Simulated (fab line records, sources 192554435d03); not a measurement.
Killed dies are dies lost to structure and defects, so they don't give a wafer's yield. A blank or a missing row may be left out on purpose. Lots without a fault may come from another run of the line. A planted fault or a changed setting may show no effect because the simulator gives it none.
fab line records | flow n5_finfet
record lots=24 wafers=72 last_day=18
route steps=1938 shown BEOL_M6@1260 BEOL_M7@1264 BEOL_M8@1332
lots that met no fault: from a run of the same line without faults
start_h: hours from the record's first day to the start of the lot's first wafer shown | wait_h: hours since the lot's step before | " the same as in the row above | L1.1+2: a row that stands for several wafers | - no value, or no start given | * or withheld: withheld | < > ~ a bound
route shown NAME@n: a module of which the file shows steps, and the number in the route of the first | usual: mean/standard deviation of fault-free wafers | same: alike in all rows | chamber/n: place in a boat | sites: the reading at each site | _std_site: their standard deviation | _edge_site: outer sites' mean less inner sites' | radius_mm: how far each site lies from the wafer's centre | mask NAME#n: copy n | behind: the tool/chamber that last shaped the wafer | hold: why the lot was held/for how many hours/how that ended | device: the transistor (n, p or np) that didn't switch | end of line: the same wafers' tests at the end of the route | a step without rows: its recipe alone | killed: dies lost to structure and defects at the first sort, not the wafer's yield | map: a wafer's dies, x killed, . not, _ none there
set.NAME: the setting as run; set.NAME@STEP: as run at that earlier step | model.NAME: the simulator's own value behind a step, which no gauge read
steps of the route over a sample of lots; a table a step, a row a wafer
services: from which hour (start_h, from the record's first day; less than 0 if before it) a tool's chamber was out of use, for how many hours, and why
## steps
# step N5_BEOL_M6_DEP_56
# recipe material=SiCN target_thk_a=100 temp_c=withheld precursor=3MS/NH3 pressure_torr=3 rf_w=202 time_s=17.5
# usual showerhead_plenum_p_Torr=3.669/0.012 throttle_valve_pct=8.9/0.34
# columns lot.wafer tool chamber start_h wait_h showerhead_plenum_p_Torr throttle_valve_pct
L074.1 pecvd-02 0 195.32 0.0 3.675 9.4
L074.4 " 2 " " 3.668 8.8
L074.6 " 0 " " 3.663 9.4
L075.2 pecvd-02 2 199.96 0.0 3.657 8.6
L075.3 " 1 " " 3.668 8.9
L075.6 " 0 " " 3.665 9.2
L076.1 pecvd-03 0 225.68 0.0 3.701 8.6
L076.3 " 0 " " 3.709 8.6
L076.6 " 0 " " 3.699 8.4
L078.2 pecvd-02 2 228.81 0.0 3.660 9.0
L078.3 " 2 " " 3.659 8.9
L078.5 " 2 " " 3.662 8.5
L081.1 pecvd-01 1 231.21 0.0 3.658 8.7
L081.2 " 2 " " 3.670 8.8
L081.4 " 0 " " 3.667 9.0
L079.1 pecvd-01 0 236.58 0.0 3.654 9.3
L079.5 " 2 " " 3.670 9.0
L079.6 " 1 " " 3.666 8.6
L080.1 pecvd-03 1 241.16 0.0 3.661 9.8
L080.3 " 0 " " 3.701 8.6
L080.5 " 0 " " 3.702 8.2
L077.2 pecvd-02 1 241.47 0.0 3.675 8.7
L077.4 " 2 " " 3.663 8.7
L077.6 " 1 " " 3.665 9.1
L082.2 pecvd-01 1 246.24 0.0 3.657 9.4
L082.3 " 0 " " 3.664 8.9
L082.4 " 2 " " 3.669 9.0
L083.1 pecvd-03 1 246.51 0.0 3.652 9.6
L083.5 " 1 " " 3.666 10.0
L083.6 " 0 " " 3.704 8.6
L084.3 pecvd-01 0 251.26 0.0 3.659 9.0
L084.4 " 0 " " 3.659 9.3
L084.6 " 1 " " 3.664 8.8
L085.1 pecvd-01 0 264.02 0.0 3.668 9.0
L085.3 " 1 " " 3.664 8.9
L085.5 " 0 " " 3.660 9.0
L086.1 pecvd-02 0 273.95 0.0 3.664 8.6
L086.3 " 1 " " 3.670 9.2
L086.6 " 1 " " 3.664 8.7
L087.2 pecvd-01 2 274.20 0.0 3.681 9.0
L087.5 " 2 " " 3.673 9.0
L087.6 " 1 " " 3.661 9.0
L088.1 pecvd-01 1 288.86 0.0 3.661 9.0
L088.4 " 2 " " 3.676 9.1
L088.5 " 1 " " 3.662 8.9
L091.2 pecvd-02 1 293.81 0.0 3.677 8.9
L091.3 " 0 " " 3.667 8.6
L091.5 " 1 " " 3.684 8.8
L089.1 pecvd-02 0 294.77 0.0 3.668 8.6
L089.4 " 0 " " 3.683 8.6
L089.6 " 1 " " 3.676 8.9
L090.3 pecvd-03 1 305.12 0.0 3.669 9.9
L090.4 " 0 " " 3.704 8.6
L090.6 " 1 " " 3.658 10.0
L093.3 pecvd-01 0 305.63 0.0 3.661 9.0
L093.5 " 0 " " 3.664 9.1
L093.6 " 2 " " 3.676 8.8
L092.1 pecvd-01 0 310.11 0.0 3.661 8.8
L092.2 " 2 " " 3.678 9.0
L092.5 " 0 " " 3.656 9.0
L094.2 pecvd-02 2 311.94 0.0 3.663 8.9
L094.3 " 1 " " 3.675 9.0
L094.6 " 2 " " 3.669 8.8
L095.2 pecvd-03 2 333.79 0.0 3.668 8.8
L095.5 " 2 " " 3.672 8.4
L095.6 " 1 " " 3.662 9.8
L097.2 pecvd-01 2 339.21 0.0 3.681 9.0
L097.3 " 0 " " 3.671 9.1
L097.6 " 2 " " 3.678 8.9
L096.4 pecvd-02 2 339.46 0.0 3.658 8.9
L096.5 " 0 " " 3.656 8.6
L096.6 " 1 " " 3.679 8.8
# step N5_BEOL_M7_CURE_74
# recipe temp_c=385 time_s=240 ambient=He/Ar material=SiCOH_lowk
# usual lamp_power_pct=52.32/0.055 wafer_temp_C_max=386.8/0.65
# columns lot.wafer tool chamber start_h wait_h lamp_power_pct wafer_temp_C_max
L074.1 uv_cure-01 1 195.52 0.0 52.37 386.7
L074.4 " 1 " " 52.35 386.7
L074.6 " 1 " " 52.40 385.8
L075.2 uv_cure-02 2 200.24 0.1 52.31 385.9
L075.3 " 2 " " 52.37 386.1
L075.6 " 2 " " 52.36 386.0
L076.1 uv_cure-02 1 225.89 0.0 52.29 387.0
L076.3 " 1 " " 52.36 387.0
L076.6 " 1 " " 52.32 386.1
L078.2 uv_cure-01 2 229.10 0.1 52.33 385.8
L078.3 " 2 " " 52.30 386.4
L078.5 " 2 " " 52.46 386.1
L081.1 uv_cure-02 2 231.41 0.0 52.32 385.5
L081.2 " 2 " " 52.30 385.5
L081.4 " 2 " " 52.39 385.9
L079.1 uv_cure-01 0 236.79 0.1 52.40 387.4
L079.5 " 0 " " 52.30 386.9
L079.6 " 0 " " 52.27 387.6
L080.1 uv_cure-03 1 241.35 0.0 52.37 386.9
L080.3 " 1 " " 52.28 386.3
L080.5 " 1 " " 52.31 386.9
L077.2 uv_cure-03 2 241.91 0.2 52.32 388.4
L077.4 " 2 " " 52.38 387.6
L077.6 " 2 " " 52.38 387.4
L082.2 uv_cure-03 2 246.52 0.1 52.33 386.8
L082.3 " 2 " " 52.29 388.2
L082.4 " 2 " " 52.31 388.2
L083.1 uv_cure-03 1 247.22 0.6 52.31 386.7
L083.5 " 1 " " 52.21 386.6
L083.6 " 1 " " 52.30 386.6
L084.3 uv_cure-01 1 252.07 0.6 52.32 386.9
L084.4 " 1 " " 52.30 386.9
L084.6 " 1 " " 52.30 386.7
L085.1 uv_cure-02 2 264.22 0.0 52.26 385.7
L085.3 " 2 " " 52.37 385.7
L085.5 " 2 " " 52.47 385.8
L086.1 uv_cure-01 0 274.14 0.0 52.31 388.2
L086.3 " 0 " " 52.33 387.7
L086.6 " 0 " " 52.26 387.7
L087.2 uv_cure-02 0 274.75 0.4 52.34 386.3
L087.5 " 0 " " 52.33 386.5
L087.6 " 0 " " 52.28 386.3
L088.1 uv_cure-03 2 289.06 0.0 52.36 386.8
L088.4 " 2 " " 52.38 387.3
L088.5 " 2 " " 52.29 387.4
L091.2 uv_cure-02 0 294.09 0.1 52.35 386.5
L091.3 " 0 " " 52.33 386.3
L091.5 " 0 " " 52.40 386.4
L089.1 uv_cure-01 2 294.97 0.0 52.35 387.2
L089.4 " 2 " " 52.21 386.9
L089.6 " 2 " " 52.26 386.7
L090.3 uv_cure-03 1 305.48 0.2 52.33 387.0
L090.4 " 1 " " 52.39 386.6
L090.6 " 1 " " 52.34 386.6
L093.3 uv_cure-01 2 305.99 0.2 52.30 385.9
L093.5 " 2 " " 52.28 387.2
L093.6 " 2 " " 52.36 386.5
L092.1 uv_cure-03 2 310.30 0.0 52.21 386.6
L092.2 " 2 " " 52.39 387.4
L092.5 " 2 " " 52.27 387.8
L094.2 uv_cure-01 0 312.22 0.1 52.34 386.9
L094.3 " 0 " " 52.31 386.5
L094.6 " 0 " " 52.18 386.2
L095.2 uv_cure-03 0 334.11 0.1 52.33 386.5
L095.5 " 0 " " 52.39 386.2
L095.6 " 0 " " 52.25 386.5
L097.2 uv_cure-01 0 339.48 0.1 52.38 387.4
L097.3 " 0 " " 52.29 387.6
L097.6 " 0 " " 52.26 387.2
L096.4 uv_cure-03 2 339.87 0.3 52.26 386.9
L096.5 " 2 " " 52.31 388.0
L096.6 " 2 " " 52.38 387.7
# step N5_BEOL_M7_HM_DEP_02
# recipe material=TiN target_thk_a=200 temp_c=25 chamber_pressure_pa=0.49996
# usual chamber_pressure_pa=0.5002/0.0011 throttle_valve_pct=29.8/0.86
# columns lot.wafer tool chamber start_h wait_h chamber_pressure_pa throttle_valve_pct
L074.1 pvd_sputter-02 - 196.35 0.3 0.4997 27.7
L074.4 " - " " 0.4984 30.0
L074.6 " - " " 0.4993 28.8
L075.2 pvd_sputter-03 - 202.74 2.0 0.5011 30.2
L075.3 " - " " 0.5009 30.9
L075.6 " - " " 0.4996 31.1
L076.1 pvd_sputter-03 - 228.11 1.6 0.5005 30.7
L076.3 " - " " 0.5000 29.6
L076.6 " - " " 0.5006 31.1
L078.2 pvd_sputter-02 - 232.41 2.8 0.4990 27.6
L078.3 " - " " 0.4996 28.7
L078.5 " - " " 0.5011 30.7
L081.1 pvd_sputter-01 - 234.84 2.9 0.4999 29.2
L081.2 " - " " 0.4991 29.8
L081.4 " - " " 0.4997 29.9
L079.1 pvd_sputter-01 - 238.44 1.1 0.5022 29.8
L079.5 " - " " 0.4988 29.8
L079.6 " - " " 0.5001 29.2
L080.1 pvd_sputter-03 - 244.33 2.4 0.5004 29.7
L080.3 " - " " 0.4989 31.1
L080.5 " - " " 0.4980 29.9
L077.2 pvd_sputter-03 - 244.43 2.0 0.5002 31.3
L077.4 " - " " 0.4987 30.9
L077.6 " - " " 0.4991 30.3
L082.2 pvd_sputter-02 - 247.07 0.1 0.5017 29.8
L082.3 " - " " 0.5003 27.8
L082.4 " - " " 0.4988 30.5
L083.1 pvd_sputter-02 - 249.23 1.4 0.4998 29.0
L083.5 " - " " 0.4994 28.7
L083.6 " - " " 0.4990 30.1
L084.3 pvd_sputter-01 - 254.46 1.7 0.5021 29.1
L084.4 " - " " 0.5000 30.1
L084.6 " - " " 0.4987 30.1
L085.1 pvd_sputter-02 - 266.79 2.0 0.5024 30.6
L085.3 " - " " 0.4993 28.7
L085.5 " - " " 0.4993 30.6
L086.1 pvd_sputter-02 - 275.91 1.2 0.5001 30.7
L086.3 " - " " 0.5013 29.8
L086.6 " - " " 0.5011 30.6
L087.2 pvd_sputter-01 - 275.94 0.7 0.5008 29.9
L087.5 " - " " 0.4998 30.0
L087.6 " - " " 0.4978 29.2
L088.1 pvd_sputter-03 - 290.07 0.4 0.4998 30.5
L088.4 " - " " 0.5000 30.4
L088.5 " - " " 0.5012 30.9
L091.2 pvd_sputter-01 - 296.57 2.0 0.5013 29.9
L091.3 " - " " 0.5002 29.8
L091.5 " - " " 0.5013 29.9
L089.1 pvd_sputter-01 - 296.67 1.1 0.5009 29.9
L089.4 " - " " 0.5011 29.4
L089.6 " - " " 0.4998 29.7
L090.3 pvd_sputter-03 - 307.08 1.2 0.4995 29.8
L090.4 " - " " 0.4989 30.9
L090.6 " - " " 0.5024 31.0
L093.3 pvd_sputter-02 - 307.24 0.8 0.4982 30.7
L093.5 " - " " 0.4999 28.6
L093.6 " - " " 0.5020 30.0
L092.1 pvd_sputter-01 - 310.93 0.1 0.4992 29.5
L092.2 " - " " 0.4997 30.0
L092.5 " - " " 0.5003 30.2
L094.2 pvd_sputter-02 - 313.48 0.8 0.4992 28.9
L094.3 " - " " 0.5008 30.5
L094.6 " - " " 0.5009 28.8
L095.2 pvd_sputter-02 - 335.05 0.5 0.5008 29.8
L095.5 " - " " 0.5009 29.9
L095.6 " - " " 0.5002 30.9
L097.2 pvd_sputter-01 - 342.66 2.7 0.4997 30.6
L097.3 " - " " 0.5002 29.8
L097.6 " - " " 0.4985 29.5
L096.4 pvd_sputter-01 - 342.88 2.7 0.4994 29.2
L096.5 " - " " 0.5020 30.6
L096.6 " - " " 0.5008 29.7
# step N5_BEOL_M7_STRIP_80
# recipe chemistry=N2/H2 time_s=10 power_w=450 temp_c=40 pressure_mtorr=20 rf_frequency_hz=6e+07 bias_power_w=7 n2_flow_sccm=200 h2_flow_sccm=200
# usual drypump_motor_current_A=5.8/0.49 oes_product_au=0.80/0.077 rf_vpp_V=59.2/0.85 showerhead_plenum_p_Torr=2.53/0.074 throttle_valve_pct=23.5/0.38
# columns lot.wafer tool chamber start_h wait_h drypump_motor_current_A oes_product_au rf_hours_counter_h rf_vpp_V showerhead_plenum_p_Torr throttle_valve_pct
L074.1 rie_diel-01 3 - - 6.0 0.84 57 58.9 2.57 23.6
L074.4 " 1 " " 5.5 0.87 39 60.0 2.48 22.8
L074.6 " 2 " " 5.2 0.91 - 58.5 2.44 23.1
L075.2 rie_diel-01 2 - - 5.3 0.91 29 58.2 2.44 23.1
L075.3 " 1 " " 5.4 0.86 41 59.1 2.47 22.8
L075.6 " 0 " " 5.5 0.88 - 59.0 2.46 23.4
L076.1 rie_diel-05 0 - - 5.1 0.70 197 57.2 2.43 23.8
L076.3 " 3 " " 5.8 0.72 212 59.0 2.63 23.9
L076.6 " 0 " " 5.1 0.70 - 58.2 2.43 23.8
L078.2 rie_diel-01 0 - - 5.5 0.88 42 59.0 2.46 23.4
L078.3 " 3 " " 6.0 0.84 67 59.7 2.56 23.6
L078.5 " 3 " " 6.1 0.83 - 59.3 2.56 23.6
L081.1 rie_diel-01 0 - - 5.5 0.88 44 58.6 2.46 23.4
L081.2 " 2 " " 5.3 0.89 38 58.9 2.44 23.1
L081.4 " 1 " " 5.4 0.84 51 58.3 2.47 22.8
L079.1 rie_diel-03 1 - - 6.6 0.75 176 59.4 2.51 23.4
L079.5 " 3 " " 6.5 0.86 - 60.5 2.68 23.6
L079.6 " 2 " " 5.8 0.76 - 58.9 2.55 23.2
L077.2 rie_diel-05 1 - - 5.9 1.03 1 57.2 2.59 22.9
L077.4 " 2 " " 5.0 0.83 86 58.3 2.44 23.6
L077.6 " 0 " " 5.1 0.70 - 58.3 2.43 23.8
L080.1 rie_diel-03 1 - - 6.6 0.75 177 59.5 2.51 23.4
L080.3 " 0 " " 6.0 0.82 81 59.9 2.57 24.2
L080.5 " 1 " " 6.6 0.75 - 59.7 2.51 23.4
L082.2 rie_diel-01 1 - - 5.4 0.84 54 57.1 2.47 22.8
L082.3 " 2 " " 5.2 0.88 41 59.4 2.44 23.1
L082.4 " 3 " " 6.0 0.83 72 59.1 2.56 23.6
L083.1 rie_diel-03 0 - - 6.1 0.79 83 59.6 2.57 24.2
L083.5 " 0 " " 6.1 0.81 - 59.6 2.57 24.2
L083.6 " 1 " " 6.6 0.75 - 60.0 2.51 23.4
L084.3 rie_diel-03 2 - - 5.8 0.77 134 59.3 2.55 23.2
L084.4 " 2 " " 5.8 0.76 - 59.8 2.55 23.2
L084.6 " 0 " " 6.1 0.81 - 59.5 2.57 24.2
L085.1 rie_diel-03 1 - - 6.6 0.73 185 59.1 2.51 23.4
L085.3 " 3 " " 6.5 0.86 57 59.9 2.68 23.6
L085.5 " 2 " " 5.8 0.76 - 59.1 2.55 23.2
L086.1 rie_diel-03 0 - - 6.1 0.79 91 59.2 2.57 24.2
L086.3 " 3 " " 6.5 0.85 60 59.5 2.68 23.6
L086.6 " 2 " " 5.8 0.76 - 58.3 2.55 23.2
L087.2 rie_diel-05 1 - - 6.0 0.97 10 58.3 2.58 22.9
L087.5 " 3 " " 5.8 0.70 - 59.3 2.62 23.9
L087.6 " 2 " " 5.0 0.83 - 57.4 2.44 23.6
L088.1 rie_diel-05 1 - - 5.9 0.98 14 60.9 2.58 22.9
L088.4 " 0 " " 5.1 0.69 216 59.7 2.43 23.8
L088.5 " 2 " " 5.1 0.82 - 59.1 2.44 23.6
L089.1 rie_diel-05 0 - - 5.1 0.69 219 59.0 2.42 23.8
L089.4 " 2 " " 5.1 0.82 104 58.3 2.44 23.6
L089.6 " 0 " " 5.1 0.69 - 59.2 2.42 23.8
L091.2 rie_diel-01 3 - - 6.0 0.80 88 59.9 2.55 23.6
L091.3 " 1 " " 5.4 0.82 69 59.6 2.46 22.8
L091.5 " 3 " " 6.0 0.81 - 59.6 2.56 23.6
L093.3 rie_diel-03 1 - - 6.6 0.73 198 59.9 2.50 23.4
L093.5 " 1 " " 6.6 0.73 - 59.0 2.50 23.4
L093.6 " 2 " " 5.8 0.76 - 59.2 2.55 23.3
L090.3 rie_diel-05 2 - - 5.0 0.81 108 59.7 2.44 23.7
L090.4 " 3 " " 5.8 0.71 238 58.3 2.61 23.9
L090.6 " 1 " " 6.0 0.96 - 60.6 2.58 22.9
L092.1 rie_diel-03 3 - - 6.5 0.85 71 59.7 2.68 23.7
L092.2 " 1 " " 6.6 0.72 199 60.2 2.50 23.4
L092.5 " 2 " " 5.8 0.74 - 59.5 2.54 23.3
L094.2 rie_diel-03 0 - - 6.1 0.78 103 59.4 2.56 24.3
L094.3 " 3 " " 6.5 0.84 72 59.0 2.68 23.6
L094.6 " 3 " " 6.5 0.83 - 58.8 2.68 23.6
L095.2 rie_diel-03 3 - - 6.5 0.83 79 59.9 2.67 23.7
L095.5 " 0 " " 6.0 0.77 - 58.9 2.56 24.3
L095.6 " 1 " " 6.6 0.72 - 58.0 2.50 23.4
L097.2 rie_diel-01 3 - - 6.0 0.80 101 58.4 2.55 23.6
L097.3 " 2 " " 5.3 0.84 70 57.4 2.43 23.1
L097.6 " 2 " " 5.3 0.84 - 59.1 2.43 23.1
L096.4 rie_diel-05 0 - - 5.1 0.67 234 58.3 2.42 23.8
L096.5 " 1 " " 6.0 0.94 - 59.7 2.57 23.0
L096.6 " 0 " " 5.1 0.67 - 59.4 2.42 23.8
# step N5_BEOL_M7_DEP_56
# recipe material=SiCN target_thk_a=100 temp_c=withheld precursor=3MS/NH3 pressure_torr=3 rf_w=202 time_s=17.5
# usual showerhead_plenum_p_Torr=3.668/0.016 throttle_valve_pct=8.9/0.52
# columns lot.wafer tool chamber start_h wait_h showerhead_plenum_p_Torr throttle_valve_pct
L074.1 pecvd-02 2 204.05 0.0 3.658 8.6
L074.4 " 1 " " 3.673 8.8
L074.6 " 2 " " 3.651 8.8
L075.2 pecvd-02 1 208.17 0.0 3.670 9.0
L075.3 " 0 " " 3.667 9.5
L075.6 " 1 " " 3.658 8.9
L078.2 pecvd-03 0 236.84 0.0 3.703 8.4
L078.3 " 1 " " 3.659 9.8
L078.5 " 0 " " 3.691 8.6
L076.1 pecvd-04 0 237.10 0.0 3.655 9.1
L076.3 " 1 " " 3.649 9.1
L076.6 " 2 " " 3.666 8.3
L081.1 pecvd-04 1 241.01 0.0 3.661 9.2
L081.2 " 0 " " 3.649 9.3
L081.4 " 2 " " 3.662 8.4
L079.1 pecvd-02 1 247.22 0.0 3.673 8.8
L079.5 " 2 " " 3.663 9.0
L079.6 " 1 " " 3.668 8.8
L077.2 pecvd-04 1 250.60 0.0 3.654 9.1
L077.4 " 2 " " 3.660 8.2
L077.6 " 1 " " 3.647 9.1
L080.1 pecvd-04 0 250.72 0.0 3.663 9.2
L080.3 " 1 " " 3.645 9.4
L080.5 " 2 " " 3.664 8.2
L082.2 pecvd-03 2 251.99 0.0 3.684 8.6
L082.3 " 1 " " 3.661 9.8
L082.4 " 0 " " 3.696 8.4
L083.1 pecvd-03 0 257.25 0.0 3.702 8.4
L083.5 " 1 " " 3.656 9.8
L083.6 " 0 " " 3.694 8.3
L084.3 pecvd-03 2 262.30 0.0 3.679 8.4
L084.4 " 1 " " 3.659 9.9
L084.6 " 0 " " 3.704 8.3
L085.1 pecvd-03 1 272.88 0.0 3.667 9.8
L085.3 " 2 " " 3.678 8.5
L085.5 " 2 " " 3.671 8.3
L086.1 pecvd-04 1 283.04 0.0 3.652 9.3
L086.3 " 2 " " 3.655 8.7
L086.6 " 0 " " 3.668 9.1
L087.2 pecvd-03 1 283.95 0.0 3.663 10.0
L087.5 " 1 " " 3.666 9.7
L087.6 " 0 " " 3.695 8.6
L088.1 pecvd-02 0 295.19 0.0 3.677 8.6
L088.4 " 2 " " 3.659 9.0
L088.5 " 0 " " 3.659 8.3
L089.1 pecvd-04 0 304.89 0.0 3.656 9.2
L089.4 " 0 " " 3.659 9.0
L089.6 " 1 " " 3.660 9.4
L091.2 pecvd-04 1 305.36 0.0 3.654 9.5
L091.3 " 2 " " 3.652 8.3
L091.5 " 1 " " 3.649 9.3
L093.3 pecvd-02 1 312.23 0.0 3.672 9.0
L093.5 " 1 " " 3.661 8.7
L093.6 " 2 " " 3.661 9.0
L090.3 pecvd-03 1 313.03 0.0 3.655 9.6
L090.4 " 0 " " 3.699 8.6
L090.6 " 1 " " 3.654 9.7
L092.1 pecvd-04 0 316.39 0.0 3.662 9.3
L092.2 " 1 " " 3.651 9.3
L092.5 " 0 " " 3.667 9.3
L094.2 pecvd-02 2 319.03 0.0 3.664 9.1
L094.3 " 1 " " 3.668 9.2
L094.6 " 0 " " 3.654 8.7
L095.2 pecvd-03 2 346.43 0.0 3.665 8.6
L095.5 " 2 " " 3.671 8.5
L095.6 " 1 " " 3.661 10.0
L096.4 pecvd-03 0 348.49 0.0 3.703 8.5
L096.5 " 2 " " 3.668 8.3
L096.6 " 1 " " 3.666 9.7
L097.2 pecvd-03 1 348.75 0.0 3.667 9.9
L097.3 " 0 " " 3.703 8.5
L097.6 " 0 " " 3.702 8.4
# step N5_BEOL_M8_ILD_DEP_00
# recipe material=SiCOH_lowk target_thk_a=1797.5 temp_c=300 precursor=DEMS/porogen pressure_torr=5 rf_w=500 time_s=33.4
# usual heater_power_w=322/51 showerhead_plenum_p_Torr=5.739/0.013 throttle_valve_pct=13.7/0.46
# columns lot.wafer tool chamber start_h wait_h heater_power_w showerhead_plenum_p_Torr throttle_valve_pct
L074.1 pecvd-02 0 204.18 0.0 288 5.738 14.5
L074.4 " 2 " " 376 5.729 13.1
L074.6 " 0 " " 288 5.728 14.2
L075.2 pecvd-01 0 208.30 0.0 219 5.735 13.7
L075.3 " 1 " " 334 5.725 13.7
L075.6 " 0 " " 223 5.740 13.8
L078.2 pecvd-02 1 236.97 0.0 251 5.749 13.8
L078.3 " 2 " " 385 5.731 13.7
L078.5 " 1 " " 261 5.749 13.9
L076.1 pecvd-04 0 237.23 0.0 394 5.728 14.2
L076.3 " 1 " " 274 5.731 14.3
L076.6 " 2 " " 396 5.729 12.4
L081.1 pecvd-02 2 241.14 0.0 399 5.722 13.7
L081.2 " 1 " " 294 5.745 13.7
L081.4 " 2 " " 325 5.731 13.4
L079.1 pecvd-04 1 247.37 0.0 298 5.736 14.2
L079.5 " 0 " " 418 5.731 14.1
L079.6 " 1 " " 301 5.727 14.3
L077.2 pecvd-01 1 250.73 0.0 347 5.740 13.9
L077.4 " 1 " " 351 5.746 13.9
L077.6 " 2 " " 294 5.755 13.8
L080.1 pecvd-04 0 250.85 0.0 345 5.735 14.3
L080.3 " 2 " " 381 5.737 12.5
L080.5 " 1 " " 325 5.709 13.9
L082.2 pecvd-01 2 252.12 0.0 338 5.755 14.0
L082.3 " 0 " " 258 5.750 13.9
L082.4 " 0 " " 263 5.726 13.6
L083.1 pecvd-01 0 257.38 0.0 211 5.737 13.9
L083.5 " 2 " " 325 5.747 13.9
L083.6 " 1 " " 330 5.750 13.9
L084.3 pecvd-01 0 262.43 0.0 263 5.744 13.8
L084.4 " 0 " " 265 5.742 13.6
L084.6 " 2 " " 321 5.754 13.7
L085.1 pecvd-01 1 273.01 0.0 355 5.728 13.9
L085.3 " 2 " " 314 5.747 14.0
L085.5 " 0 " " 256 5.745 14.2
L086.1 pecvd-01 1 283.17 0.0 317 5.735 13.6
L086.3 " 0 " " 242 5.744 13.8
L086.6 " 0 " " 243 5.730 14.1
L087.2 pecvd-04 1 284.10 0.0 301 5.721 14.1
L087.5 " 1 " " 303 5.727 14.3
L087.6 " 2 " " 397 5.729 12.7
L088.1 pecvd-04 0 295.32 0.0 384 5.730 14.1
L088.4 " 0 " " 412 5.724 14.2
L088.5 " 2 " " 402 5.717 12.9
L089.1 pecvd-01 2 305.02 0.0 341 5.755 14.0
L089.4 " 1 " " 302 5.741 14.0
L089.6 " 0 " " 268 5.739 14.1
L091.2 pecvd-02 2 305.49 0.0 408 5.737 13.5
L091.3 " 1 " " 267 5.739 13.8
L091.5 " 2 " " 409 5.730 13.5
L093.3 pecvd-02 1 312.36 0.0 303 5.731 13.9
L093.5 " 1 " " 300 5.745 13.5
L093.6 " 0 " " 379 5.748 13.1
L090.3 pecvd-02 1 313.16 0.0 290 5.764 13.7
L090.4 " 1 " " 282 5.761 13.5
L090.6 " 2 " " 315 5.713 13.2
L092.1 pecvd-01 1 316.52 0.0 328 5.745 13.7
L092.2 " 2 " " 322 5.769 13.7
L092.5 " 1 " " 343 5.734 14.0
L094.2 pecvd-01 2 319.16 0.0 297 5.749 14.0
L094.3 " 0 " " 243 5.737 13.8
L094.6 " 2 " " 307 5.763 14.1
L095.2 pecvd-04 1 346.56 0.0 261 5.723 13.9
L095.5 " 0 " " 358 5.741 14.5
L095.6 " 1 " " 262 5.722 14.3
L096.4 pecvd-02 0 348.62 0.1 342 5.736 13.4
L096.5 " 2 " " 366 5.721 13.5
L096.6 " 1 " " 255 5.745 13.6
L097.2 pecvd-02 0 348.88 0.0 364 5.750 12.9
L097.3 " 1 " " 296 5.715 13.6
L097.6 " 2 " " 368 5.737 13.7
## services
# columns tool chamber start_h hours kind
uv_cure-01 - 180.64 2.1 pm
rie_diel-05 - 183.76 15.6 pm
uv_cure-02 - 196.12 1.0 pm
rie_diel-05 0 200.72 8.9 repair
rie_diel-05 1 203.12 7.6 repair
rie_diel-05 3 215.05 2.0 repair
pecvd-02 0 226.95 - clean
pecvd-02 0 226.95 29.5 scheduled_down
pecvd-02 0 226.95 29.5 vent_cycle
pecvd-03 - 227.45 0.9 repair
uv_cure-02 - 240.64 12.4 repair
rie_diel-03 3 256.81 3.9 repair
pecvd-02 - 266.68 5.9 repair
pecvd-03 2 281.80 4.3 repair
uv_cure-02 - 284.84 3.4 pm
uv_cure-03 - 285.03 2.1 pm
pecvd-03 - 307.84 0.5 repair
pecvd-03 0 320.29 13.8 repair
uv_cure-03 - 323.73 7.5 pm
pecvd-02 - 332.83 0.4 repair
pecvd-01 - 333.72 1.4 repair
pvd_sputter-02 - 339.91 4.3 repair
rie_diel-01 0 339.95 5.7 repair
uv_cure-01 - 348.05 9.6 repair
## key
fault none
